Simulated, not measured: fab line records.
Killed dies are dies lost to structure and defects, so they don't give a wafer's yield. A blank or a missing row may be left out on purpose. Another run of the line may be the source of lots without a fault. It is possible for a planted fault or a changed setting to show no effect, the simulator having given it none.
Which of the tools did it? :: flow n5-finfet :: 8 lots with 24 wafers sampled at 2 steps, on a route of 1938 steps

## WHAT THE GAUGES READ, wafer by wafer
N5_DUMMY_GATE_INSPECT_17: inspects for defects (brightfield).
lot: L348
measured: day 3 05:40
on: defect-inspect-02
raw-defect-count: 163 253 177

lot: L349
measured: day 3 09:31
on: defect-inspect-02
raw-defect-count: 236 146 159

lot: L351
measured: day 3 22:10
on: defect-inspect-01
raw-defect-count: 218 216 172

lot: L352
measured: day 4 02:17
on: defect-inspect-01
raw-defect-count: 247 140 235

lot: L357
measured: day 5 12:16
on: defect-inspect-02
raw-defect-count: 266 235 274

lot: L368
measured: day 8 03:35
on: defect-inspect-01
raw-defect-count: 1115 1188 1152

lot: L369
measured: day 8 10:33
on: defect-inspect-02
raw-defect-count: 1252 1206 1288

lot: L370
measured: day 8 15:13
on: defect-inspect-01
raw-defect-count: 115 194 270

## EACH LOT AND THE TOOL THAT RAN IT (in order: tool; ch and the chambers of the sampled wafers; start)
lot: L348
N5_DUMMY_GATE_PECVD_30: pecvd-01 ch 0,1, day 3 05:08

lot: L349
N5_DUMMY_GATE_PECVD_30: pecvd-02 ch 0,1,2, day 3 09:06

lot: L351
N5_DUMMY_GATE_PECVD_30: pecvd-04 ch 1,2, day 3 21:43

lot: L352
N5_DUMMY_GATE_PECVD_30: pecvd-04 ch 1,2, day 4 01:52

lot: L357
N5_DUMMY_GATE_PECVD_30: pecvd-02 ch 0,2, day 5 11:50

lot: L368
N5_DUMMY_GATE_PECVD_30: pecvd-04 ch 0,1, day 8 03:02

lot: L369
N5_DUMMY_GATE_PECVD_30: pecvd-04 ch 0,2, day 8 10:01

lot: L370
N5_DUMMY_GATE_PECVD_30: pecvd-02 ch 0,2, day 8 14:47
- N5_DUMMY_GATE_PECVD_30: deposits SiO2 from TEOS/O2, target thk 55 nm, time 10.8 s.

## THE ANSWER, worked out from the rows above alone
Rule: usual is defined by the lots themselves. Put in order of their means at a reading, lots are off if they are a third of the lots or fewer, leave a main group of 4 or more, and stand apart from it by a gap of 3 or more times the standard deviation of the main group's means; of several such gaps the widest counts. The tables above print the reading to a certain number of digits; a main group whose means all agree to those digits is not used. A lot without any number at a reading at which 4 lots or more have one is off too. Any other lot the step has rows for is counted as sound.
Off: L368, L369 (N5_DUMMY_GATE_INSPECT_17, raw-defect-count). Main group: mean 206, sd 25.
A tool fits if, at a process step before that reading, it ran every lot that is off, and no sound lot after the first of them. The gauges at N5_DUMMY_GATE_INSPECT_17 are tried like those tools. One candidate fits, namely pecvd-04 at N5_DUMMY_GATE_PECVD_30. Its last sound lot is L352 (day 4 01:52), its first lot that is off L368 (day 8 03:02): a fault that began between those two fits.

## WHAT WAS PUT IN BY THE SIMULATOR
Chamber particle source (pecvd-04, N5_DUMMY_GATE_PECVD_30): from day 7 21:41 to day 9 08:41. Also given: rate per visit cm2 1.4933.
Shown lots that were struck: L368, L369. The rule above found the same.
